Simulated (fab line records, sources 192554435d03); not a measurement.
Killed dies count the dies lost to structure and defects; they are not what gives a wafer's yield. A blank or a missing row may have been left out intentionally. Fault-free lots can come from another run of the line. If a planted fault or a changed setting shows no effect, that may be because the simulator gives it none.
Comparing a struck lot with a sound one -- flow n5-finfet -- 38 out of 1938 route steps
Sound: wafers L381.1, L381.2, L381.6. Struck: wafers L393.1, L393.2, L393.4. The cause comes at the end.
Order at every step that has rows: each side's tool, ch and its chambers, its first start. Under that, the readings that differ: sound wafers -- struck wafers -- difference of the means -- sigmas: that difference in standard deviations of wafers without a fault.
alike: words and numbers the same on both sides, and readings whose means are apart by under 2 such deviations; not compared: readings that were withheld, readings missing a value for some wafer, numbers with overlapping values and no deviation given by the record, and bounds like >300 which may hide the same value.
A row with sigmas, a row that says differs or no value, or rows on one side alone: a step with any of these is where the two part. Numbers that have no deviation but don't overlap get no sigmas and don't part them. A reading that every wafer of one side lacks parts them only if that side has two wafers or more.

first, 8 steps without rows for these wafers: N5_BEOL_M3_ECD_50 (material Cu, target thk 300 nm); N5_BEOL_M3_ANNEAL_51 (time 90 s); N5_BEOL_M3_CMP_52 (polishes, stops on SiOC, t overpolish 6.8 s, target thk 40 nm); N5_BEOL_M3_PRE_CLEAN_60 (time 15 s); N5_BEOL_M3_CO_CAP_55 (material Co, precursor CCTBA/H2, target thk 2 nm, time 102.1 s); N5_BEOL_M3_PRE_CLEAN_56 (time 15 s); N5_BEOL_M3_DEP_57 (deposits SiCN from 3MS/NH3, target thk 8 nm, time 14 s); N5_BEOL_M4_ILD_DEP_00 (deposits SiOC from DEMS/O2, target thk 79 nm, time 15.3 s).
N5_BEOL_M4_PECVD_72: deposits SiO2 from TEOS/O2, target thk 16 nm, time 18 s.
  sound on pecvd-01 ch 1,2, day 10 05:02; struck on pecvd-01 ch 0,1,2, day 12 05:00
  alike: heater-power-w, showerhead-plenum-p-Torr, throttle-valve-pct
then, 10 steps without rows for these wafers: N5_BEOL_M4_HM_DEP_02 (deposits TiN, target thk 20 nm); N5_BEOL_M4_COAT_61 (time 60 s, resist thk 60 nm); N5_BEOL_M4_COAT_62 (time 60 s, resist thk 12 nm); N5_BEOL_M4_COAT_73 (time 60 s, resist thk 5 nm); N5_BEOL_M4_COAT_05 (resist thk 30 nm); N5_BEOL_M4_EBR_07; N5_BEOL_M4_SOFTBAKE_06 (time 60 s); N5_BEOL_M4_EXPOSE_08 (exposes mask M4); N5_BEOL_M4_PEB_09 (peb time 60 s); N5_BEOL_M4_DEVELOP_10 (develop time 30 s).
N5_BEOL_M4_INSPECT_13: inspects for defects (brightfield).
  sound on defect-inspect-01 at day 10 06:53; struck on defect-inspect-02 at day 12 06:19
reading,sound,struck,difference,sigmas
raw-defect-count,477 384 406,685 827 777,+341,+3
then, 15 steps without rows for these wafers: N5_BEOL_M4_DESCUM_16 (chemistry O2, time 7 s); N5_BEOL_M4_ETCH_74 (etches underlayer in N2/H2, target depth 6.5 nm, time 5.2 s); N5_BEOL_M4_ETCH_63 (etches SiARC in CF4, target depth 15.6 nm, time 26 s); N5_BEOL_M4_ETCH_64 (etches SOC in N2/H2, target depth 75 nm, overetch 22.5 nm, time 121.9 s); N5_BEOL_M4_STRIP_65 (strips in N2/H2); N5_BEOL_M4_STRIP_75 (strips in N2/H2); N5_BEOL_M4_STRIP_66 (strips in CF4); N5_BEOL_M4_HM_OPEN_17 (chemistry Cl2/BCl3, target TiN, target depth 20 nm, overetch 6 nm); N5_BEOL_M4_STRIP_19 (strips in O2); N5_BEOL_M4_COAT_67 (time 60 s, resist thk 60 nm); N5_BEOL_M4_COAT_68 (time 60 s, resist thk 12 nm); N5_BEOL_M4_COAT_76 (time 60 s, resist thk 5 nm); N5_BEOL_M4_COAT_22 (resist thk 30 nm); N5_BEOL_M4_EBR_24; N5_BEOL_M4_SOFTBAKE_23 (time 60 s).
N5_BEOL_M4_INSPECT_30: inspects for defects (brightfield).
  sound on defect-inspect-02 at day 10 08:04; struck on defect-inspect-02 at day 12 07:19
reading,sound,struck,difference,sigmas
raw-defect-count,429 363 358,688 841 775,+385,+4
-- the record jumps here: 2 days lie between the struck wafers' starts before and after --
N5_BEOL_M4_RC_MEAS_101:
  sound on prober-01 ch 0, day 12 06:59; struck on prober-02 ch 0, day 14 14:45
reading,sound,struck,difference,sigmas
IOFF_P (nA/um),0.37 0.35 0.27,0.26 0.22 0.21,-0.10,-2
ION_P (uA/um),488 481 467,466 467 454,-16,-2
VT_P (mV),-240 -240 -244,-245 -250 -254,-8,-3
  alike: DIBL_N, DIBL_P, IOFF_N, ION_N, SS_N, SS_P, VT_N
-- the record jumps here: 4 days lie between the struck wafers' starts before and after (it left off in module BEOL_M4 and takes up again in module PASSIVATION, whose first step shown is number 1936 of the route) --
N5_PASSIVATION_PROBE_49:
  rows exist in the record for the struck wafers here (prober-01, day 19 01:26), but not for the sound ones

WHERE THEY PART
Last at N5_PASSIVATION_PROBE_49 as far as this record goes, first at N5_BEOL_M4_INSPECT_13.

WHY: what had been put in by the simulator
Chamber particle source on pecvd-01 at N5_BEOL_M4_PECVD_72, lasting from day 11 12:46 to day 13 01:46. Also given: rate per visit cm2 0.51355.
